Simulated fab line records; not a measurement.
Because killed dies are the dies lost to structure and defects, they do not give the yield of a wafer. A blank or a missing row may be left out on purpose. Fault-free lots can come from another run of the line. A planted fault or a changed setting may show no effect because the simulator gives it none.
2 desks, one fault	flow n5_finfet	only its own numbers are on each desk; what lay behind them is given at the end

## DESK OF THE TOOL OWNER: litho_track-02
The tool's own readings at N5_BEOL_M0_SAQP_COAT_105 (time 60 s, resist thk 100 nm): means of the sampled wafers that have a number, for each lot that ran on this tool. If a lot's mean is further than 4 standard deviations from the usual mean, the lot is out of limits and carries the mark OUT (the distance appears in the brackets).
Columns: A = exhaust_pa at N5_BEOL_M0_SAQP_COAT_105, usual 45.2 Pa; B = spin_speed_rpm at N5_BEOL_M0_SAQP_COAT_105, usual 1500.1 rpm
lot	first seen here	A	B
L202	day 5 14:05	45.9	1500.1
L208	day 7 01:56	45.4	1499.6
L210	day 7 11:57	45.2	1500.8
L214	day 8 16:17	45.2	1499.5
L215	day 8 18:53	45.0	1394.2 (-96) OUT
L216	day 8 23:58	45.1	1392.7 (-98) OUT
L217	day 9 09:50	44.2	1393.2 (-97) OUT
This desk's finding: out of limits on L215, L216, L217; first on L215, day 8 18:53 (spin_speed_rpm at N5_BEOL_M0_SAQP_COAT_105). L202, L208, L210, L214 stayed within limits.

## FROM THE METROLOGY DESK
What the gauges read, lot by lot, whatever tool the lot ran on: means of the sampled wafers that have a number. If a lot's mean is further than 4 standard deviations from the usual mean, the lot is out of limits and carries the mark OUT (the distance appears in the brackets). Readings shown: 7 of its 10, picked as those furthest out on some lot.
Columns: A = DIBL_N at N5_BEOL_M4_RC_MEAS_101, usual 36.8 mV/V; B = DIBL_P at N5_BEOL_M4_RC_MEAS_101, usual 37.1 mV/V; C = IOFF_P at N5_BEOL_M4_RC_MEAS_101, usual 0.22 nA/um; D = ION_N at N5_BEOL_M4_RC_MEAS_101, usual 679 uA/um; E = SS_N at N5_BEOL_M4_RC_MEAS_101, usual 71.7 mV/dec; F = VT_N at N5_BEOL_M4_RC_MEAS_101, usual 248.8 mV; G = VT_P at N5_BEOL_M4_RC_MEAS_101, usual -250 mV
lot	first seen here	A	B	C	D	E	F	G
L202	day 7 12:11	37.3	38.3	0.22	675	72.0	247.4	-251
L206	day 8 11:34	37.0	38.6	0.24	681	71.8	248.4	-249
L208	day 9 06:04	35.5	37.1	0.22	678	71.4	245.7	-248
L210	day 9 19:59	37.2	38.1	0.22	685	72.2	247.1	-251
L214	day 11 00:38	37.1	40.0	0.26	674	72.5	249.3	-246
L215	day 11 02:07	35.4	33.9	0.21	669	71.0	249.1	-250
L216	day 11 06:49	37.7	36.0	0.24	665	71.5	250.6	-249
L217	day 11 08:31	36.8	38.2	0.21	688	72.3	246.1	-252
L224	day 13 08:35	34.9	34.7	0.22	679	71.7	251.3	-248
This desk's verdict: no lot among the 9 shows anything out of limits.

## TAKEN TOGETHER
At day 8 18:53, on L215, L216, L217, the tool owner's desk was in a position to raise an alarm.
Nothing out of limits was seen by the metrology desk.
The metrology desk has L215, L216, L217 on record, within its limits.
Of the lots named, all ran N5_BEOL_M0_SAQP_COAT_105 on litho_track-02.

## WHAT THE SIMULATOR HAD INSERTED
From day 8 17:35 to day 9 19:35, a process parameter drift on litho_track-02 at N5_BEOL_M0_SAQP_COAT_105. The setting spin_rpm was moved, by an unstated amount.
Lots struck among those shown: L215, L216, L217.
Each desk's first reading out of limits, in hours after the fault started: the tool owner's desk, 1.
